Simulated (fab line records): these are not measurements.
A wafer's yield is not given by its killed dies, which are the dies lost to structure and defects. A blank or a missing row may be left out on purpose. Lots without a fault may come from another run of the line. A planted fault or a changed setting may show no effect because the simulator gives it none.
Struck lot and sound lot, side by side + flow n5Finfet + 37 out of 1938 route steps
Sound: these wafers, L332.2, L332.4, L332.5. Wafers struck: L322.1, L322.4, L322.5. The cause comes at the end.
Each step with rows lists, per side, the tool, then ch with its chambers, then its first start. Under that, the readings that differ: sound wafers + struck wafers + difference of the means + sigmas: that difference in standard deviations of wafers without a fault.
alike: readings whose means differ by less than 2 such deviations, and words and numbers that are the same on both sides. not compared: withheld readings, readings that some wafer has no value for, bounds like >300 that may hide the same value, and numbers for which the record gives no deviation and whose values overlap.
The two part at a step that has a row with sigmas, a row that says differs or no value, or rows on one side only. Numbers that have no deviation but don't overlap get no sigmas and don't part them. A reading that every wafer of one side lacks parts them only if that side has two wafers or more.

first, 9 steps without rows for these wafers: N5_WELL_APT_HMDS_01 (time 60 s); N5_WELL_APT_COAT_02 (resist thk 950 nm); N5_WELL_APT_EBR_04; N5_WELL_APT_SOFTBAKE_03 (time 60 s); N5_WELL_APT_EXPOSE_05 (exposes mask NWELL, defocus 0 nm, target cd 200 nm); N5_WELL_APT_PEB_06 (peb time 90 s); N5_WELL_APT_DEVELOP_07 (develop time 45 s); N5_WELL_APT_HARDBAKE_12 (time 120 s); N5_WELL_APT_DESCUM_13 (chemistry O2, time 7.9 s).
N5_WELL_APT_IMPLANT_14:
  struck on implanter-01, day 3 13:55; sound on implanter-02 ch 0, day 6 02:28
  no value came back on the struck wafers for beamEnergyKeV, beamOnS (s), faradayCurrentUA; on the sound wafers beamEnergyKeV reads 160.01 160.06 160.03
then, 25 steps without rows for these wafers: N5_WELL_APT_IMPLANT_15; N5_WELL_APT_STRIP_16 (strips in SPM, time 900 s); N5_WELL_APT_HMDS_18 (time 60 s); N5_WELL_APT_COAT_19 (resist thk 950 nm); N5_WELL_APT_EBR_21; N5_WELL_APT_SOFTBAKE_20 (time 60 s); N5_WELL_APT_EXPOSE_22 (exposes mask PWELL, defocus 0 nm, target cd 200 nm); N5_WELL_APT_PEB_23 (peb time 90 s); N5_WELL_APT_DEVELOP_24 (develop time 45 s); N5_WELL_APT_HARDBAKE_29 (time 120 s); N5_WELL_APT_DESCUM_30 (chemistry O2, time 7.9 s); N5_WELL_APT_IMPLANT_31; N5_WELL_APT_IMPLANT_32; N5_WELL_APT_STRIP_33 (strips in SPM, time 900 s); N5_WELL_APT_RTA_34 (time 10 s); N5_WELL_APT_OXIDE_STRIP_42 (strips SiO2 in dHF, time 45 s, target depth 12 nm); N5_WELL_APT_PRECLEAN_36 (cleans in O3/DIW, time 45 s); N5_WELL_APT_PRECLEAN_39 (cleans in dHF, time 60 s); N5_WELL_APT_SRD_37 (time 30 s); N5_WELL_APT_EPI_41 (deposits Si from SiH4/H2, target thk 50 nm, time 297.7 s); N5_PMOS_HMC_CHANNEL_EPI_HM_DEP_34 (deposits SiO2 from TEOS/O2, target thk 36 nm, time 6.9 s); N5_PMOS_HMC_CHANNEL_EPI_COAT_31 (time 60 s, resist thk 66 nm); N5_PMOS_HMC_CHANNEL_EPI_COAT_03 (resist thk 205 nm); N5_PMOS_HMC_CHANNEL_EPI_EBR_05; N5_PMOS_HMC_CHANNEL_EPI_SOFTBAKE_04 (time 60 s).
-- the record jumps here: 6 days lie between the struck wafers' starts before and after (it left off in module PMOS_HMC_CHANNEL_EPI and takes up again in module BEOL_M4, whose first step shown is number 1111 of the route) --
N5_BEOL_M4_RC_MEAS_101:
  sound on prober-02 ch 0, day 12 12:56; struck on prober-01 ch 0, day 9 21:38
| reading             | sound                      | struck               | difference                    | sigmas      |
|---------------------|----------------------------|----------------------|-------------------------------|-------------|
| IOFF_P (nA/um)      | 0.237 0.205 0.275          | 1.097 1.165 1.114    | +0.886                        | +32         |
| IOFF_P_85C (nA/um)  | 4.0 3.6 4.6                | 19.7 21.2 20.2       | +16.3                         | +40         |
| IOFF_P_LIN (nA/um)  | 0.108 0.098 0.121          | 0.537 0.572 0.551    | +0.444                        | +40         |
| IOFF_P_LONG (nA/um) | 0.000105 0.000108 0.000106 | 1.0895 1.1823 1.1661 | +1.1459                       | +99 or more |
| RS_NWELL (ohm/sq)   | 1049 1049 1044             | - - -                | no value on the struck wafers |             |
  alike: DIBL_N, DIBL_P, IOFF_N, ION_N, ION_P, SS_N, SS_P, VT_N, VT_P
-- record jumps: 4 days separate the struck wafers' starts on either side; left off in module BEOL_M4, taken up again in module PASSIVATION, whose first shown step is the route's number 1936 --
N5_PASSIVATION_PROBE_49:
  struck on prober-01, day 14 06:38; sound on prober-02, day 17 01:32
| reading                | sound          | struck            | difference | sigmas |
|------------------------|----------------|-------------------|------------|--------|
| sort_bin_4_leakage (%) | 0 0 0          | 91.36 91.02 90.08 | +90.82     |        |
| sortNPass              | 1047 1065 1089 | 6 0 1             | -1065      | -67    |
| sortYieldPct (%)       | 88.7 90.3 92.3 | 0.5 0 0.1         | -90.2      | -64    |
  alike: defectLimitedYield, killed_at_M0_to_M3, killed_at_M4_up, killedAtContacts, killedAtFrontEnd, killedAtOther, killedDies, killedOpen, killedShort, sort_bin_5_function, sort_bin_6_memory

## WHERE THEY PART
First at N5_WELL_APT_IMPLANT_14; last, within this record, at N5_PASSIVATION_PROBE_49.

WHY: the cause the simulator had injected
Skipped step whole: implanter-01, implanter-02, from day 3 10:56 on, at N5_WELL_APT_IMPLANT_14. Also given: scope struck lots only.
